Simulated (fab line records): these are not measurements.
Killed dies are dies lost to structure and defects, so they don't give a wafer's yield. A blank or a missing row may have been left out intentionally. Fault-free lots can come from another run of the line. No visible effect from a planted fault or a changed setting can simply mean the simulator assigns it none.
Split-lot trial ; flow n5_finfet ; 21 wafers read across 7 lots, on a route 1938 steps long

ABOUT THE SPLIT
At N5_SD_ACTIVATION_LSA_01 (time 0.0008 s), the setting temp_c was moved away from the recipe's 1080 C on 6 of the 21 wafers read, by -2.8% to +2.9%. This setting was run at the recipe's value on the other wafers.

No step appears in the file between the split and the reading.

THE READING
Measured at N5_SD_ACTIVATION_RS_MEAS_03 by four-point probe: RS_SD_N, in ohm/sq. Typical for fault-free wafers on this fab line: 21.9 ohm/sq, with standard deviation 0.3 ohm/sq.

wafer;tool, chamber at the split;temp_c as run, C;against the recipe;RS_SD_N, ohm/sq;against lot-mates on the recipe
L079.2;laser_anneal-01, 0;1080;recipe;21.9;-
L079.3;laser_anneal-01, 0;1080;recipe;21.9;-
L079.4;laser_anneal-01, 0;1080;recipe;21.5;-
L081.3;laser_anneal-01, 0;1080;recipe;22.2;-
L081.5;laser_anneal-01, 0;1080;recipe;22.2;-
L081.6;laser_anneal-01, 0;1050;-2.8%;25.6;+3.4
L085.1;laser_anneal-02, 0;1080;recipe;22.5;-
L085.4;laser_anneal-02, 0;1111;+2.9%;19.0;-3.2
L085.6;laser_anneal-02, 0;1080;recipe;21.9;-
L088.2;laser_anneal-01, 0;1080;recipe;21.8;-
L088.3;laser_anneal-01, 0;1080;recipe;21.9;-
L088.4;laser_anneal-01, 0;1091;+1.0%;20.9;-1.0
L089.2;laser_anneal-02, 0;1080;recipe;21.8;-
L089.5;laser_anneal-02, 0;1080;recipe;21.8;-
L089.6;laser_anneal-02, 0;1080;recipe;21.9;-
L094.2;laser_anneal-01, 0;1071;-0.8%;23.2;+0.9
L094.3;laser_anneal-01, 0;1071;-0.8%;22.8;+0.5
L094.4;laser_anneal-01, 0;1080;recipe;22.3;-
L096.1;laser_anneal-01, 0;1103;+2.1%;19.5;-2.5
L096.2;laser_anneal-01, 0;1080;recipe;21.9;-
L096.4;laser_anneal-01, 0;1080;recipe;22.1;-

THE FIT
A straight line over all 21 wafers: RS_SD_N changes by -1.17 ohm/sq for each +1% of temp_c; r = -0.98; the points scatter about the line by 0.25 ohm/sq.
The same after taking each lot's own level away (the mean of its wafers on the recipe; 21 wafers): -1.14 ohm/sq for each +1%; r = -0.99; scatter 0.18 ohm/sq.
Per that fit: largest temp_c move, reading shift of 3.3 ohm/sq.
Across the lots, their own levels run from 21.77 to 22.30 ohm/sq, a range of 1.8 times the standard deviation given above.
Consequently the slope shifts little with the lot-to-lot level, the two slopes agreeing.
Check: -3.31 ohm/sq against its lot-mates is what the line predicts for one of the wafers moved furthest among these (+2.9%) when that wafer is left out of the fit. It came out at -3.2 ohm/sq against them.
Tool readings at the split's step, against how far the setting was moved: wafer_temp_C_max r = +0.99.

OTHER SPLITS ON THESE WAFERS
Other splits were also applied to these wafers ahead of the reading. Each is held against what the fit with the lots' levels taken away leaves over:
other split on the same wafers;wafers away from the commonest value;r with RS_SD_N (lot level and that fit taken away)
N5_ZERO_LAYER_PECVD_02 time_s;2;+0.11
N5_PMOS_HMC_CHANNEL_EPI_ETCH_32 bias_w;5;+0.06
N5_FIN_SAQP_ETCH_52 source_w;9;-0.40
N5_FIN_SAQP_SPACER1_ALD_24 ald_cycles;7;+0.11
N5_FIN_SAQP_FIN_ETCH_36 icp_w;5;+0.02
N5_FIN_CUT_COAT_19 spin_rpm;4;-0.19
N5_DUMMY_GATE_ETCH_31 target_depth_a;5;-0.15
N5_SD_EPI_P_EPI_21 time_s;12;-0.48

THE WHOLE CHAIN: every reading that the file lists as answering this split, in the file's order
step;what it does;reading;change (the file's fit);r (the file's)
N5_SD_ACTIVATION_LSA_01;time 0.0008 s;wafer_temp_C_max;withheld for each +1% of the setting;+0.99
N5_SD_ACTIVATION_RS_MEAS_03;measures by four-point-probe;RS_SD_N;-1.16 for each +1% of the setting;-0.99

FILE'S OWN FIT
RS_SD_N changes by -1.16 ohm/sq for each +1% of temp_c, r = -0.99.
